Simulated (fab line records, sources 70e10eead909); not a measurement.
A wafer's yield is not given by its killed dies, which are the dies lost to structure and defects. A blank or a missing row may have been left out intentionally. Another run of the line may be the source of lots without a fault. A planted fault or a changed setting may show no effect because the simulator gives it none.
Chamber matching -- flow nand harc -- rie diel-11 running NHARC_P_M0_STRIP_18: 4 sister chambers
The step strips in N2/H2. 20 wafers are shown with their chamber, then 10 later ones without.

## WAFERS PAIRED WITH THEIR CHAMBERS
wafer,chamber,drypump motor current A (A),oes product au (a.u.),h2 flow sccm (sccm)
L075.1,3,5.8,1.015,150.5
L075.2,1,6.0,0.980,149.9
L075.3,2,5.8,1.001,150.2
L078.1,1,6.0,0.987,149.9
L078.4,2,5.8,1.008,150.0
L078.6,0,5.5,0.998,149.9
L077.1,0,5.5,0.982,149.8
L077.2,1,5.9,0.977,150.0
L077.3,2,5.8,1.004,150.2
L080.1,2,5.8,0.997,150.0
L080.4,3,5.7,1.001,150.1
L080.5,3,5.8,1.008,150.3
L082.2,1,6.0,0.973,150.0
L082.5,1,6.0,0.976,149.7
L082.6,2,5.8,1.001,150.1
L083.4,2,5.8,0.997,149.7
L083.5,3,5.8,1.019,149.5
L083.6,2,5.8,0.994,149.9
L092.4,3,5.8,1.003,150.5
L092.5,3,5.8,1.000,149.8

SIGNATURES (means of the wafers above)
reading,chamber 0,chamber 1,chamber 2,chamber 3,scatter within a chamber
drypump motor current A,5.500,5.980,5.800,5.783,0.032
oes product au,0.99000,0.97860,1.00029,1.00767,0.00654
h2 flow sccm,149.850,149.900,150.014,150.117,0.258
Rule: for each reading, subtract the chamber's mean from the wafer's reading, divide by that reading's scatter and square the result; add these up over the readings and take the root, which gives the wafer's distance from the chamber. If the next closest chamber is less than 2 further off than the closest, the wafer can't be placed; otherwise it belongs to the closest. The scatter is the square root of a quotient: the sum, over the shown wafers, of each reading's squared deviation from its chamber's mean, divided by wafers minus chambers.

## WAFERS WITHOUT THEIR CHAMBER
wafer,drypump motor current A (A),oes product au (a.u.),h2 flow sccm (sccm)
L092.6,5.8,1.005,149.9
L093.1,5.7,1.010,150.4
L093.2,5.8,1.017,150.3
L093.3,6.0,1.012,150.0
L094.1,5.8,1.014,149.0
L094.2,5.8,1.020,150.2
L094.3,6.0,1.022,149.7
L095.3,6.0,1.006,150.1
L095.4,5.6,1.006,149.5
L095.6,6.0,1.013,150.3

## EACH ONE'S CHAMBER
wafer,from the rows above,in truth
L092.6,can't be placed: 2 or 3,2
L093.1,can't be placed: 3 or 2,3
L093.2,can't be placed: 3 or 2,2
L093.3,can't be placed: 1 or 2 or 3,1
L094.1,can't be placed: 2 or 3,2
L094.2,can't be placed: 3 or 2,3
L094.3,can't be placed: 1 or 2 or 3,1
L095.3,1,1
L095.4,0,0
L095.6,can't be placed: 1 or 2 or 3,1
Correct placement for 2 of the 10. Cannot be placed on the basis of these rows: 8; the candidates contain the true chamber in 8. 0 placed wrongly.
